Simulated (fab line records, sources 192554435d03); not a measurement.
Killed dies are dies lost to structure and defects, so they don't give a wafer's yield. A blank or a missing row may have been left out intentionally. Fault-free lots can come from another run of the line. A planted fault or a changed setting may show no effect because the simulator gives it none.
fab line records	flow n5_finfet
[record] lots = 5	wafers = 15	last_day = 17
route steps=1938 shown PASSIVATION@1921 END@1938
lots with no fault: from the same line, run without faults
start_h: hours from the record's opening day to when the first of the lot's shown wafers began	wait_h: time in hours since the lot's previous step	" repeats the value in the row above	L1.1+2: a single row standing in for several wafers	- no value, or no start was given	* or withheld: withheld	< > ~ a bound
route shown NAME@n: NAME is a module with steps in the file, n the number in the route of the first one	usual: the fault-free wafers' mean and standard deviation	same: alike in all rows	chamber/n: place in a boat	sites: per-site readings	_std_site: how widely they spread, as a standard deviation	_edge_site: inner sites' mean taken away from outer sites' mean	radius_mm: for every site, how far away it sits from the centre of the wafer	mask NAME#n: copy n	behind: the tool/chamber that last shaped the wafer	hold: reason for holding the lot/hours on hold/outcome of the hold	device: whichever transistor did not switch (one of n, p or np)	end of line: tests run on the same wafers once the route is complete	a step with no rows: only its recipe	killed: the dies lost at the first sort to structure and to defects; this is not the yield of the wafer	map: dies across one wafer; x = killed, . = not, _ = none there
set.NAME: the setting the step ran with; set.NAME@STEP: the setting that earlier step ran with	model.NAME: the simulator's own value behind a step, which no gauge read
lots at some steps of the route; a table a step, a row a wafer
services: the hour from which a tool's chamber was out of use, counted from the record's first day as start_h (under 0 if before that day), plus the number of hours and why
[[steps]]
[step N5_PASSIVATION_EXPOSE_41]
[recipe] mask_id = PASS_OPEN	na = 0.55	defocus_nm = 0	source_shape = conventional	sigma_outer = 0.8	polarization = unpolarized	target_cd_nm = 40000	dose_mj = 57.25
lot.wafer	tool	chamber	start_h	wait_h	mask
L074.3+4+6	krf_scanner-02	0	263.52	-	PASS_OPEN#0
L077.1+4+6	krf_scanner-02	0	281.51	-	PASS_OPEN#0
L078.1+4+5	krf_scanner-01	0	295.13	-	PASS_OPEN#0
L088.2+3+6	krf_scanner-01	0	366.02	-	PASS_OPEN#0
L094.3+4+5	krf_scanner-01	0	406.32	-	PASS_OPEN#0
[step N5_PASSIVATION_PEB_42]
[recipe] peb_temp_c = withheld	peb_time_s = *
lot.wafer	tool	chamber	start_h	wait_h
L074.3+4+6	litho_track-03	0	263.56	0.0
L077.1+4+6	litho_track-04	0	281.57	0.1
L078.1+4+5	litho_track-04	0	295.19	0.1
L088.2+3+6	litho_track-04	0	366.08	0.0
L094.3+4+5	litho_track-01	0	406.36	0.0
[step N5_PASSIVATION_DEVELOP_43]
[recipe] develop_time_s = 60	rinse_liquid = diw	dry = air_spin	dev_temp_c = 21
[same] develop_time_s = 60
lot.wafer	tool	chamber	start_h	wait_h
L074.3+4+6	litho_track-03	0	-	-
L077.1+4+6	litho_track-04	0	-	-
L078.1+4+5	litho_track-04	0	-	-
L088.2+3+6	litho_track-04	0	-	-
L094.3+4+5	litho_track-01	0	-	-
[step N5_PASSIVATION_HARDBAKE_45]
[recipe] temp_c = 130	time_s = 120
lot.wafer	tool	chamber	start_h	wait_h
L074.3+4+6	litho_track-03	0	-	-
L077.1+4+6	litho_track-04	0	-	-
L078.1+4+5	litho_track-04	0	-	-
L088.2+3+6	litho_track-04	0	-	-
L094.3+4+5	litho_track-01	0	-	-
[step N5_PASSIVATION_CD_MEAS_44]
[recipe] target_cd_nm = 40000	landing_energy_ev = 500	detector = se_inlens
[usual] cd_nm = 39999/4
lot.wafer	tool	chamber	start_h	wait_h	cd_nm
L074.3	cd_sem-01	0	263.68	-	40000
L074.4	"	0	"	"	39999
L074.6	"	0	"	"	39996
L077.1	cd_sem-02	0	281.69	-	39999
L077.4	"	0	"	"	40000
L077.6	"	0	"	"	40000
L078.1	cd_sem-01	0	295.31	-	39998
L078.4	"	0	"	"	39996
L078.5	"	0	"	"	39994
L088.2	cd_sem-03	0	366.20	-	39998
L088.3	"	0	"	"	39998
L088.6	"	0	"	"	39996
L094.3	cd_sem-02	0	406.49	-	40000
L094.4	"	0	"	"	39994
L094.5	"	0	"	"	40000
[step N5_PASSIVATION_OVL_MEAS_66]
[recipe] points_per_wafer = 44
[usual] PASS_OPEN_OVL = 2/6.1
[same] points_per_wafer = 44
lot.wafer	tool	chamber	start_h	wait_h	PASS_OPEN_OVL[nm]
L074.3	overlay-01	0	263.71	0.0	5
L074.4	"	0	"	"	14
L074.6	"	0	"	"	12
L077.1	overlay-02	0	281.72	0.0	12
L077.4	"	0	"	"	-6
L077.6	"	0	"	"	5
L078.1	overlay-02	0	295.34	0.0	1
L078.4	"	0	"	"	-6
L078.5	"	0	"	"	-2
L088.2	overlay-01	0	366.23	0.0	-1
L088.3	"	0	"	"	-6
L088.6	"	0	"	"	2
L094.3	overlay-02	0	406.51	0.0	2
L094.4	"	0	"	"	-2
L094.5	"	0	"	"	3
[step N5_PASSIVATION_INSPECT_67]
[recipe] mode = adi	inspect_instrument = macro
[usual] raw_defect_count = 2.0/1.3
lot.wafer	tool	chamber	start_h	wait_h	raw_defect_count
L074.3	defect_inspect-02	-	263.74	0.0	2
L074.4	"	-	"	"	0
L074.6	"	-	"	"	5
L077.1	defect_inspect-02	-	281.74	0.0	0
L077.4	"	-	"	"	1
L077.6	"	-	"	"	2
L078.1	defect_inspect-01	-	295.37	0.0	4
L078.4	"	-	"	"	2
L078.5	"	-	"	"	2
L088.2	defect_inspect-02	-	366.25	0.0	2
L088.3	"	-	"	"	4
L088.6	"	-	"	"	4
L094.3	defect_inspect-01	-	406.54	0.0	0
L094.4	"	-	"	"	1
L094.5	"	-	"	"	3
[step N5_PASSIVATION_DESCUM_46]
[recipe] chemistry = O2	time_s = 7.9	source_power_w = 50	bias_power_w = 20	pressure_mtorr = 20	rf_frequency_hz = 2.712e+07	temp_c = 40	o2_flow_sccm = 225
[usual] drypump_motor_current_A = 6.0/0.4	oes_product_au = 0.85/0.084	rf_vpp_V = 243.3/1.4	showerhead_plenum_p_Torr = 2.09/0.079	throttle_valve_pct = 20.24/0.27
lot.wafer	tool	chamber	start_h	wait_h	drypump_motor_current_A	oes_product_au	rf_hours_counter_h	rf_vpp_V	showerhead_plenum_p_Torr	throttle_valve_pct
L074.3	rie_diel-03	3	263.77	0.0	5.5	0.84	72	241.9	2.03	20.40
L074.4	"	1	"	"	6.6	0.82	-	242.1	2.02	20.09
L074.6	"	0	"	"	5.3	0.69	-	242.8	2.08	20.56
L077.1	rie_diel-03	3	281.77	0.0	5.5	0.84	78	242.1	2.03	20.42
L077.4	"	1	"	"	6.6	0.82	93	241.3	2.02	20.10
L077.6	"	2	"	"	6.0	0.98	-	243.5	2.14	20.67
L078.1	rie_diel-03	1	295.45	0.1	6.6	0.82	98	241.5	2.02	20.10
L078.4	"	2	"	"	5.9	0.96	9	243.8	2.14	20.65
L078.5	"	3	"	"	5.5	0.84	-	243.5	2.03	20.44
L088.2	rie_diel-04	0	366.28	0.0	6.6	0.93	12	243.7	2.15	20.07
L088.3	"	1	"	"	6.1	0.88	36	243.5	2.14	20.06
L088.6	"	0	"	"	6.6	0.93	-	243.5	2.15	20.05
L094.3	rie_diel-03	0	406.57	0.0	5.3	0.93	11	242.8	2.06	20.36
L094.4	"	1	"	"	6.6	0.77	143	242.0	2.00	20.18
L094.5	"	0	"	"	5.4	0.92	-	243.5	2.06	20.36
[step N5_PASSIVATION_PASS_ETCH_47]
[recipe] chemistry = CF4/O2	target = SiNx	target_depth_a = 7700	time_s = 385	ion_energy_ev = 100	pressure_mtorr = 40	source_w = 535	bias_w = 49	Ar_flow_sccm = 100	cf4_flow_sccm = 100	O2_flow_sccm = 10
[usual] drypump_motor_current_A = 6.0/0.4	oes_product_au = 0.85/0.082	rf_vpp_V = 239/3.8	showerhead_plenum_p_Torr = 2.21/0.07	throttle_valve_pct = 15.69/0.26
lot.wafer	tool	chamber	start_h	wait_h	drypump_motor_current_A	oes_product_au	rf_hours_counter_h	rf_vpp_V	showerhead_plenum_p_Torr	throttle_valve_pct
L074.3	rie_diel-03	3	263.81	0.0	5.5	0.85	72	243	2.16	15.95
L074.4	"	1	"	"	6.6	0.83	-	238	2.15	15.60
L074.6	"	0	"	"	5.3	0.70	-	239	2.19	16.02
L077.1	rie_diel-03	3	281.81	0.0	5.5	0.84	78	244	2.16	15.96
L077.4	"	1	"	"	6.6	0.82	93	236	2.15	15.63
L077.6	"	2	"	"	6.0	0.97	-	242	2.25	15.92
L078.1	rie_diel-03	1	295.49	0.0	6.6	0.82	98	237	2.14	15.64
L078.4	"	2	"	"	6.0	0.95	9	241	2.25	15.94
L078.5	"	3	"	"	5.5	0.83	-	242	2.16	15.95
L088.2	rie_diel-04	0	366.32	0.0	6.6	0.92	12	244	2.25	15.34
L088.3	"	1	"	"	6.1	0.87	36	240	2.23	15.35
L088.6	"	0	"	"	6.6	0.92	-	244	2.25	15.35
L094.3	rie_diel-03	0	406.61	0.0	5.3	0.93	11	238	2.17	15.66
L094.4	"	1	"	"	6.6	0.77	143	238	2.13	15.72
L094.5	"	0	"	"	5.3	0.92	-	239	2.17	15.66
[step N5_PASSIVATION_ETCH_54]
[recipe] chemistry = CHF3/O2	target = SiO2	target_depth_a = 8800	CHF3_flow_sccm = 50	O2_flow_sccm = 5	Ar_flow_sccm = 200	time_s = 440	mask_material = PR	pressure_mtorr = 30	source_w = 650	bias_w = 170	ion_energy_ev = 200
[usual] CHF3_flow_sccm = 50.01/0.15	drypump_motor_current_A = 6.0/0.41	oes_product_au = 0.85/0.081	rf_vpp_V = 520/8.5	showerhead_plenum_p_Torr = 2.41/0.076	throttle_valve_pct = 18.63/0.28
lot.wafer	tool	chamber	start_h	wait_h	CHF3_flow_sccm	drypump_motor_current_A	oes_product_au	rf_hours_counter_h	rf_vpp_V	showerhead_plenum_p_Torr	throttle_valve_pct
L074.3	rie_diel-03	3	264.03	0.1	49.95	5.5	0.84	72	528	2.36	18.88
L074.4	"	1	"	"	50.20	6.6	0.81	-	517	2.35	18.54
L074.6	"	0	"	"	50.05	5.4	0.69	-	519	2.39	18.90
L077.1	rie_diel-03	3	282.04	0.1	50.17	5.5	0.83	79	529	2.36	18.90
L077.4	"	1	"	"	49.83	6.6	0.81	94	517	2.34	18.56
L077.6	"	2	"	"	49.86	6.0	0.97	-	527	2.48	19.04
L078.1	rie_diel-03	1	295.71	0.1	50.04	6.6	0.82	98	517	2.34	18.58
L078.4	"	2	"	"	50.08	6.0	0.95	9	525	2.47	19.04
L078.5	"	3	"	"	49.93	5.5	0.83	-	529	2.36	18.90
L088.2	rie_diel-04	0	366.55	0.1	49.71	6.6	0.92	13	530	2.47	18.33
L088.3	"	1	"	"	50.10	6.1	0.87	37	521	2.45	18.32
L088.6	"	0	"	"	49.82	6.6	0.92	-	530	2.47	18.32
L094.3	rie_diel-03	0	406.83	0.1	50.12	5.3	0.93	12	520	2.37	18.63
L094.4	"	1	"	"	50.03	6.6	0.77	144	516	2.33	18.62
L094.5	"	0	"	"	49.99	5.3	0.92	-	520	2.37	18.63
[step N5_PASSIVATION_STRIP_48]
[recipe] chemistry = O2	power_w = 600	temp_c = 60	pressure_mtorr = 30	rf_frequency_hz = 6e+07	bias_power_w = 0	overash_fraction = 0.5	o2_flow_sccm = 225
[usual] drypump_motor_current_A = 6.0/0.41	oes_product_au = 0.85/0.087	rf_vpp_V = 3.6/2.4	showerhead_plenum_p_Torr = 2.10/0.079	throttle_valve_pct = 16.48/0.24
lot.wafer	tool	chamber	start_h	wait_h	drypump_motor_current_A	oes_product_au	rf_hours_counter_h	rf_vpp_V	showerhead_plenum_p_Torr	throttle_valve_pct
L074.3	rie_diel-03	3	264.32	0.1	5.5	0.82	72	3.5	2.03	16.61
L074.4	"	1	"	"	6.5	0.82	-	4.4	2.03	16.29
L074.6	"	0	"	"	5.3	0.68	-	0.0	2.08	16.83
L077.1	rie_diel-03	3	282.33	0.1	5.5	0.83	79	5.1	2.03	16.62
L077.4	"	1	"	"	6.5	0.83	94	2.3	2.03	16.33
L077.6	"	2	"	"	5.9	0.97	-	1.6	2.15	16.83
L078.1	rie_diel-03	1	296.00	0.1	6.5	0.81	99	1.0	2.02	16.37
L078.4	"	2	"	"	6.0	0.97	9	5.2	2.14	16.78
L078.5	"	3	"	"	5.5	0.81	-	0	2.03	16.61
L088.2	rie_diel-04	0	366.84	0.1	6.6	0.90	13	4.5	2.15	16.15
L088.3	"	1	"	"	6.1	0.87	37	5.1	2.15	16.24
L088.6	"	0	"	"	6.5	0.90	-	0.1	2.16	16.24
L094.3	rie_diel-03	0	407.12	0.1	5.4	0.96	12	3.4	2.07	16.58
L094.4	"	1	"	"	6.6	0.74	144	4.3	2.01	16.52
L094.5	"	0	"	"	5.3	0.96	-	3.8	2.07	16.64
[step N5_PASSIVATION_STRIP_52]
[recipe] chemistry = post_etch_residue_remover	time_s = 1200	temp_c = 72.5
lot.wafer	tool	chamber	start_h	wait_h
L074.3+4+6	wet_bench-03	4,6,5	264.39	-
L077.1+4+6	wet_bench-03	0,3,1	282.39	-
L078.1+4+5	wet_bench-03	4,1,5	296.07	-
L088.2+3+6	wet_bench-03	1,2,6	366.90	-
L094.3+4+5	wet_bench-03	0,4,5	407.19	-
[step N5_PASSIVATION_CLEAN_71]
[recipe] chemistry = IPA	time_s = 180	temp_c = 25
lot.wafer	tool	chamber	start_h	wait_h
L074.3+4+6	wet_bench-03	4,6,5	264.72	0.0
L077.1+4+6	wet_bench-03	0,3,1	282.73	0.0
L078.1+4+5	wet_bench-03	4,1,5	296.43	0.0
L088.2+3+6	wet_bench-03	1,2,6	367.27	0.0
L094.3+4+5	wet_bench-03	0,4,5	407.52	0.0
[step N5_PASSIVATION_SRD_72]
[recipe] dry = ipa_marangoni	time_s = 30	temp_c = 23	rinse_liquid = diw
lot.wafer	tool	chamber	start_h	wait_h
L074.3+4+6	wet_bench-03	4,6,5	264.78	0.0
L077.1+4+6	wet_bench-03	0,3,1	282.78	0.0
L078.1+4+5	wet_bench-03	4,1,5	296.49	0.0
L088.2+3+6	wet_bench-03	1,2,6	367.32	0.0
L094.3+4+5	wet_bench-03	0,4,5	407.58	0.0
[step N5_PASSIVATION_ANNEAL_56]
[recipe] temp_c = 400	time_s = 1800	ambient = FGA	idle_temp_c = 300	ramp_up_c_per_min = 5	ramp_down_c_per_min = 3
[usual] spike_tc_bottom_C = 424.7/1.4
lot.wafer	tool	chamber	start_h	wait_h	spike_tc_bottom_C
L074.3	furnace-03	0	264.82	0.0	423.9
L074.4	"	0	"	"	424.0
L074.6	"	0	"	"	424.1
L077.1	furnace-03	0	282.82	0.0	425.8
L077.4	"	0	"	"	423.9
L077.6	"	0	"	"	423.4
L078.1	furnace-03	0	296.54	0.0	424.2
L078.4	"	0	"	"	424.9
L078.5	"	0	"	"	424.4
L088.2	furnace-03	0	367.37	0.0	425.7
L088.3	"	0	"	"	423.0
L088.6	"	0	"	"	421.8
L094.3	furnace-02	0	407.62	0.0	425.5
L094.4	"	0	"	"	424.5
L094.5	"	0	"	"	424.1
[step N5_PASSIVATION_PROBE_49]
[usual] defect_limited_yield = 91.1/1.4	killed_at_M0_to_M3 = 34/11	killed_at_M4_up = 14/5.7	killed_at_contacts = 14/6.9	killed_at_front_end = 40/11	killed_at_other = 4/3.1	killed_dies = 105/17	killed_open = 70/13	killed_short = 34/7.6	sort_bin_5_function = 5.3/0.95	sort_bin_6_memory = 3.3/0.64	sort_n_pass = 1075/17	sort_yield_pct = 91.1/1.4
[same] gross_dies = 1180	killed_at_back_side = 0	sort_bin_4_leakage[%] = 0	sort_bin_8_speed[%] = 0
lot.wafer	tool	chamber	start_h	wait_h	defect_limited_yield[%]	killed_at_M0_to_M3	killed_at_M4_up	killed_at_contacts	killed_at_front_end	killed_at_other	killed_dies	killed_open	killed_short	sort_bin_5_function[%]	sort_bin_6_memory[%]	sort_n_pass	sort_yield_pct[%]
L078.1	prober-02	-	298.54	0.0	93.0	15	7	11	40	10	83	48	35	3.6	3.3	1097	93.0
L078.4	prober-02	-	298.69	0.2	92.8	22	13	9	31	10	85	50	33	4.4	2.0	1095	92.8
L078.5	prober-02	-	298.74	0.2	93.2	18	10	4	41	7	80	40	38	3.6	2.6	1100	93.2
// killed by level:class
L078.1 FIN_SAQP:geometric_particle:open=16 FIN_SAQP:geometric_particle:short=9 MOL_CONTACT_COAG:geometric_particle:open=7 BEOL_M0_SAQP:geometric_particle:open=5 MOL_CONTACT_COAG:geometric_particle:short=4 STARTING-WAFER:geometric_particle:open=4 STI_FIN_REVEAL:geometric_particle:open=3 BEOL_M0_SAQP:geometric_particle:short=3
L078.4 BEOL_M0_SAQP:geometric_particle:open=7 FIN_SAQP:geometric_particle:short=6 MOL_CONTACT_COAG:geometric_particle:open=6 FIN_SAQP:geometric_particle:open=5 STI_FIN_REVEAL:geometric_particle:open=5 MOL_CONTACT_COAG:geometric_particle:short=3 BEOL_M0_SAQP:geometric_particle:short=3 BEOL_M8:geometric_particle:open=3
L078.5 FIN_SAQP:geometric_particle:short=16 FIN_SAQP:geometric_particle:open=12 BEOL_M3:geometric_particle:open=4 BEOL_M0_SAQP:geometric_particle:short=4 MOL_CONTACT_COAG:geometric_particle:short=3 BEOL_M0:geometric_particle:open=3 BEOL_M1:geometric_particle:open=3 MIM_TOP_ETCH:geometric_particle:open=3
[step N5_PASSIVATION_INSPECT_57]
[recipe] inspect_instrument = macro	mode = outgoing
[usual] raw_defect_count = 1.8/1.3
lot.wafer	tool	chamber	start_h	wait_h	raw_defect_count
L074.3	defect_inspect-02	-	267.17	0.0	2
L074.4	"	-	"	"	1
L074.6	"	-	"	"	5
L077.1	defect_inspect-01	-	285.18	0.0	2
L077.4	"	-	"	"	2
L077.6	"	-	"	"	1
L078.1	defect_inspect-01	-	298.90	0.0	4
L078.4	"	-	"	"	3
L078.5	"	-	"	"	1
L088.2	defect_inspect-01	-	369.74	0.0	3
L088.3	"	-	"	"	5
L088.6	"	-	"	"	4
L094.3	defect_inspect-01	-	409.98	0.0	1
L094.4	"	-	"	"	1
L094.5	"	-	"	"	1
[[services]]
tool	chamber	start_h	hours	kind
rie_diel-03	1	242.80	8.4	repair
rie_diel-03	2	252.65	-	clean
rie_diel-03	2	252.65	-	consumable_replace:focus_ring
rie_diel-03	2	252.65	16.5	scheduled_down
rie_diel-03	2	252.65	16.5	vent_cycle
rie_diel-04	3	254.77	12.9	repair
krf_scanner-02	-	259.87	0.8	pm
krf_scanner-01	-	280.15	0.8	pm
krf_scanner-02	-	301.11	4.0	pm
rie_diel-03	3	308.90	6.4	repair
krf_scanner-02	-	315.67	1.3	pm
krf_scanner-02	-	320.67	0.6	repair
rie_diel-04	3	323.50	7.8	repair
rie_diel-04	0	329.44	10.8	repair
rie_diel-03	0	331.16	12.6	repair
krf_scanner-01	-	343.82	1.3	pm
rie_diel-03	0	364.21	-	clean
rie_diel-03	0	364.21	-	consumable_replace:focus_ring
rie_diel-03	0	364.21	16.5	scheduled_down
krf_scanner-02	-	369.85	1.0	pm
krf_scanner-02	-	372.59	0.8	repair
krf_scanner-02	-	382.76	0.3	repair
rie_diel-04	-	398.00	2.8	pm
krf_scanner-01	-	401.30	1.0	pm
[[key]]
fault none
